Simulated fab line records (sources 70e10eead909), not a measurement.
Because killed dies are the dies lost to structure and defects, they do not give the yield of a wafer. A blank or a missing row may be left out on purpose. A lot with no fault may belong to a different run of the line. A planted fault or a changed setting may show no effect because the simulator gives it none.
Which tool did it?	flow nand-harc	Sampling: 24 lots, 72 wafers, 5 of 1302 route steps

== WHAT THE GAUGES SHOWED, per wafer ==
NHARC_A_SGD_CUT_THK_MEAS_22: measures by ellipsometry. Usual: 148.3 nm for thk-nm, sd 1.4.
lot	measured	on	thk-nm (nm)	flag
L075	day 19 16:29	film-metro-02	148.2 150.2 149.8	
L074	day 19 20:55	film-metro-02	146.6 149.8 147.1	
L077	day 20 02:43	film-metro-02	147.4 148.3 148.7	
L076	day 20 02:43	film-metro-01	148.9 148.3 150.8	
L079	day 21 03:35	film-metro-01	149.9 150.8 149.4	
L078	day 21 03:35	film-metro-02	149.2 148.5 148.4	
L081	day 21 19:36	film-metro-02	146.6 149.5 148.6	
L080	day 21 19:37	film-metro-01	149.6 148.8 146.7	
L082	day 23 05:59	film-metro-02	146.9 148.5 146.3	
L084	day 23 13:52	film-metro-01	149.9 147.0 147.4	
L083	day 23 13:57	film-metro-02	149.7 145.8 147.4	
L085	day 23 13:59	film-metro-01	147.6 146.2 146.3	
L086	day 24 21:56	film-metro-02	148.9 148.1 149.7	
L087	day 25 08:07	film-metro-01	148.0 145.7 147.9	
L089	day 25 08:16	film-metro-01	150.5 150.0 149.6	
L090	day 25 17:04	film-metro-02	147.7 147.5 146.8	
L088	day 25 17:04	film-metro-01	148.2 146.9 147.1	
L091	day 26 16:42	film-metro-02	150.2 149.0 148.6	
L093	day 27 04:51	film-metro-02	149.0 149.1 145.9	
L092	day 27 04:54	film-metro-01	150.3 150.5 147.1	
L094	day 27 04:56	film-metro-01	146.5 146.7 145.6	
L095	day 28 08:50	film-metro-02	152.4 145.6 146.4	
L096	day 28 18:01	film-metro-02	146.3 149.1 148.4	
L097	day 29 05:34	film-metro-02	148.5 147.7 147.4	

NHARC_A_WL_FILL_INSPECT_15. Usual: 474 for raw-defect-count, sd 120.
lot	measured	on	raw-defect-count	flag
L075	day 21 08:06	defect-inspect-01	362 359 625	
L074	day 21 07:59	defect-inspect-02	671 588 590	
L077	day 21 21:36	defect-inspect-02	429 371 428	
L076	day 21 21:35	defect-inspect-01	425 320 454	
L079	day 22 16:25	defect-inspect-01	387 496 445	
L078	day 22 16:23	defect-inspect-02	562 314 416	
L081	day 23 15:04	defect-inspect-01	487 397 555	
L080	day 23 10:53	defect-inspect-01	385 384 392	
L082	day 24 22:34	defect-inspect-02	428 440 576	
L084	day 25 02:48	defect-inspect-02	477 480 555	
L083	day 25 06:41	defect-inspect-02	315 417 326	
L085	day 25 11:22	defect-inspect-01	313 536 362	
L086	day 26 10:46	defect-inspect-01	444 621 472	
L087	day 26 20:41	defect-inspect-01	453 461 422	
L089	day 26 20:40	defect-inspect-02	618 551 728	
L090	day 27 12:48	defect-inspect-01	639 613 485	
L088	day 27 09:39	defect-inspect-02	411 480 467	
L091	day 28 10:28	defect-inspect-02	655 641 540	
L093	day 28 17:20	defect-inspect-01	372 337 366	
L092	day 28 17:28	defect-inspect-02	508 501 495	
L094	day 28 20:56	defect-inspect-02	351 404 437	
L095	day 30 02:44	defect-inspect-02	425 784 733	
L096	day 30 12:53	defect-inspect-01	378 518 396	
L097	day 30 21:27	defect-inspect-01	384 545 476	

== WHAT TOOL EACH LOT RAN ON (gives the tool, then ch and the chambers of the sampled wafers, and finally the start) ==
lot	NHARC_A_SLIT_DEP_25	NHARC_A_WL_FILL_ALD_10	NHARC_A_WL_FILL_CMP_12
L075	pecvd-03 ch 0,1, day 19 17:02	ald-hk-02 ch 1,2,3, day 20 17:41	cmp-04 ch 0,1,3, day 21 07:40
L074	pecvd-03 ch 0,1, day 19 21:27	ald-hk-01 ch 0,2, day 20 22:31	cmp-02 ch 1,2,3, day 21 07:35
L077	pecvd-03 ch 0,1, day 20 03:21	ald-hk-02 ch 0,1,3, day 21 10:56	cmp-04 ch 0,2,3, day 21 21:08
L076	pecvd-02 ch 1,2, day 20 03:17	ald-hk-03 ch 1,2, day 21 10:26	cmp-02 ch 1,2,3, day 21 21:10
L079	pecvd-02 ch 0,1,2, day 21 04:07	ald-hk-02 ch 0,1, day 22 05:45	cmp-03 ch 0,1, day 22 15:56
L078	pecvd-04 ch 0,1,2, day 21 04:08	ald-hk-01 ch 2,3, day 22 05:54	cmp-04 ch 0,1,3, day 22 15:55
L081	pecvd-04 ch 1,2, day 21 20:15	ald-hk-03 ch 0,1, day 23 04:12	cmp-02 ch 0,1,2, day 23 14:38
L080	pecvd-03 ch 0,2, day 21 20:08	ald-hk-01 ch 2,3, day 22 23:44	cmp-04 ch 2,3, day 23 10:26
L082	pecvd-03 ch 0,1,2, day 23 06:33	ald-hk-03 ch 1,2,3, day 24 11:23	cmp-04 ch 0,1,3, day 24 22:07
L084	pecvd-03 ch 1,2, day 23 14:30	ald-hk-02 ch 0,1, day 24 15:37	cmp-02 ch 0,2,3, day 25 02:22
L083	pecvd-02 ch 0,1, day 23 14:31	ald-hk-02 ch 1,2,3, day 24 20:28	cmp-04 ch 0,2,3, day 25 06:13
L085	pecvd-03 ch 0,2, day 23 14:44	ald-hk-02 ch 0,1,3, day 25 00:29	cmp-02 ch 0,1,2, day 25 10:54
L086	pecvd-03 ch 0,1,2, day 24 22:28	ald-hk-02 ch 0,1,3, day 25 23:40	cmp-04 ch 0,2,3, day 26 10:20
L087	pecvd-03 ch 0,2, day 25 08:44	ald-hk-03 ch 2,3, day 26 10:02	cmp-03 ch 0,3, day 26 20:11
L089	pecvd-02 ch 0,1,2, day 25 08:48	ald-hk-02 ch 0,2,3, day 26 09:22	cmp-02 ch 0,2,3, day 26 20:13
L090	pecvd-03 ch 0,2, day 25 17:36	ald-hk-01 ch 0,1,2, day 26 23:32	cmp-04 ch 1,3, day 27 12:19
L088	pecvd-03 ch 0,2, day 25 18:07	ald-hk-02 ch 0,3, day 26 23:02	cmp-02 ch 0,1,2, day 27 09:15
L091	pecvd-02 ch 0,1,2, day 26 17:16	ald-hk-01 ch 1,2,3, day 27 22:17	cmp-02 ch 1,2,3, day 28 10:02
L093	pecvd-03 ch 0,1, day 27 05:25	ald-hk-01 ch 0,1,2, day 28 06:19	cmp-03 ch 0,1, day 28 16:52
L092	pecvd-04 ch 0,1, day 27 05:29	ald-hk-03 ch 0,1,2, day 28 07:57	cmp-04 ch 0,1,2, day 28 17:04
L094	pecvd-02 ch 0,2, day 27 05:28	ald-hk-02 ch 0,2,3, day 28 09:44	cmp-04 ch 0,1,3, day 28 20:27
L095	pecvd-03 ch 0,1,2, day 28 09:27	ald-hk-02 ch 0,2,3, day 29 13:36	cmp-02 ch 1,3, day 30 02:15
L096	pecvd-03 ch 1,2, day 28 18:35	ald-hk-02 ch 0,2,3, day 29 22:44	cmp-02 ch 0,1,3, day 30 12:23
L097	pecvd-03 ch 1,2, day 29 06:08	ald-hk-01 ch 1,3, day 30 10:15	cmp-02 ch 1,2,3, day 30 21:01
- NHARC_A_SLIT_DEP_25: deposits SiO2, target thk 200 nm.
- NHARC_A_WL_FILL_ALD_10: deposits SiO2, target thk 50 nm, pulse time 10 s, ald cycles 500.
- NHARC_A_WL_FILL_CMP_12: polishes, t overpolish 30 s, target thk 100 nm.

== AS READ BY THE TOOLS THEMSELVES (means over the sampled wafers that have a number; for cases with no such wafer, the mark the record gives instead) ==
NHARC_A_SLIT_DEP_25. Usual: chamber-pressure-Torr 6.497 Torr, standard deviation 0.013; heater-power-w 550 W, standard deviation 100; rf-fwd-power-W 896.9 W, standard deviation 2.5; throttle-valve-pct 15.6 %, standard deviation 0.52.
lot	tool	chamber-pressure-Torr (Torr)	heater-power-w (W)	rf-fwd-power-W (W)	throttle-valve-pct (%)	flag
L075	pecvd-03	6.508	643	897.0	15.9	
L074	pecvd-03	6.490	570	895.8	15.9	
L077	pecvd-03	6.495	566	893.6	16.1	
L076	pecvd-02	6.509	424	898.4	15.7	
L079	pecvd-02	6.502	458	898.9	15.8	
L078	pecvd-04	6.496	482	895.8	15.7	
L081	pecvd-04	6.507	417	899.4	16.0	
L080	pecvd-03	6.500	646	897.7	15.6	
L082	pecvd-03	6.496	559	898.5	15.5	
L084	pecvd-03	6.493	589	897.4	15.1	
L083	pecvd-02	6.486	495	896.0	15.9	
L085	pecvd-03	6.512	611	898.9	15.7	
L086	pecvd-03	6.505	597	899.1	15.4	
L087	pecvd-03	6.493	613	897.5	15.6	
L089	pecvd-02	6.494	476	898.0	15.8	
L090	pecvd-03	6.495	534	894.1	15.2	
L088	pecvd-03	6.501	580	896.3	15.7	
L091	pecvd-02	6.503	481	897.6	15.7	
L093	pecvd-03	6.485	697	896.9	15.8	
L092	pecvd-04	6.497	491	897.4	16.0	
L094	pecvd-02	6.505	464	897.6	15.4	
L095	pecvd-03	6.496	582	897.0	15.7	
L096	pecvd-03	6.485	641	896.4	15.4	
L097	pecvd-03	6.489	530	894.6	15.1	

NHARC_A_WL_FILL_ALD_10. Usual: heater-power-w 444 W, standard deviation 39; precursor-pulse-height-rel 1.000, standard deviation 0.02.
lot	tool	heater-power-w (W)	precursor-pulse-height-rel	flag
L075	ald-hk-02	428	0.997	
L074	ald-hk-01	460	0.993	
L077	ald-hk-02	471	0.984	
L076	ald-hk-03	467	0.989	
L079	ald-hk-02	489	0.997	
L078	ald-hk-01	429	1.006	
L081	ald-hk-03	469	0.975	
L080	ald-hk-01	417	0.989	
L082	ald-hk-03	451	0.979	
L084	ald-hk-02	470	1.000	
L083	ald-hk-02	424	1.006	
L085	ald-hk-02	462	0.997	
L086	ald-hk-02	464	0.997	
L087	ald-hk-03	461	1.010	
L089	ald-hk-02	436	0.989	
L090	ald-hk-01	444	1.014	
L088	ald-hk-02	463	1.010	
L091	ald-hk-01	419	1.000	
L093	ald-hk-01	451	0.994	
L092	ald-hk-03	470	1.018	
L094	ald-hk-02	429	0.995	
L095	ald-hk-02	430	0.991	
L096	ald-hk-02	435	0.988	
L097	ald-hk-01	409	1.020	

NHARC_A_WL_FILL_CMP_12. Usual: motor-current-A 12.3 A, standard deviation 1.3; overpolish-run-s 29.999 s, standard deviation 0.0086; time-to-endpoint-s 20.5 s, standard deviation 2.7.
lot	tool	motor-current-A (A)	overpolish-run-s (s)	time-to-endpoint-s (s)	flag
L075	cmp-04	12.6	29.995	20.3	
L074	cmp-02	11.6	30.000	23.8	
L077	cmp-04	12.4	29.996	19.0	
L076	cmp-02	11.4	30.004	19.9	
L079	cmp-03	12.6	30.003	18.5	
L078	cmp-04	12.6	30.002	23.0	
L081	cmp-02	13.0	29.997	18.8	
L080	cmp-04	13.1	30.000	20.2	
L082	cmp-04	12.4	30.005	22.0	
L084	cmp-02	12.3	30.001	22.1	
L083	cmp-04	12.4	30.000	23.1	
L085	cmp-02	13.3	29.996	19.6	
L086	cmp-04	12.5	29.998	15.3	
L087	cmp-03	13.2	30.002	18.9	
L089	cmp-02	12.1	30.004	21.5	
L090	cmp-04	12.4	29.992	20.3	
L088	cmp-02	12.9	29.997	19.0	
L091	cmp-02	11.8	30.008	19.2	
L093	cmp-03	10.8	29.992	21.7	
L092	cmp-04	11.7	29.995	20.9	
L094	cmp-04	13.0	30.001	21.5	
L095	cmp-02	11.8	29.995	18.2	
L096	cmp-02	11.9	30.006	21.1	
L097	cmp-02	12.1	29.993	20.0	

== THE ANSWER, worked out from the rows above alone ==
Rule: a lot is off if the mean of its wafers that have a number lies more than 3 standard deviations from the usual mean. A lot without any number at a reading at which 4 lots or more have one is off too. The other lots that the step has rows for count as sound. Order of review: gauges by route order, followed by the tools' own readings, for which a lot's mean as printed above is used. At the first step where some lot is off, the reading lying furthest off is the one used; lots without a number count as furthest.
Across all readings shown, no lot is off: no conclusion can be drawn from this.

== WHAT THE SIMULATOR HAD INSERTED ==
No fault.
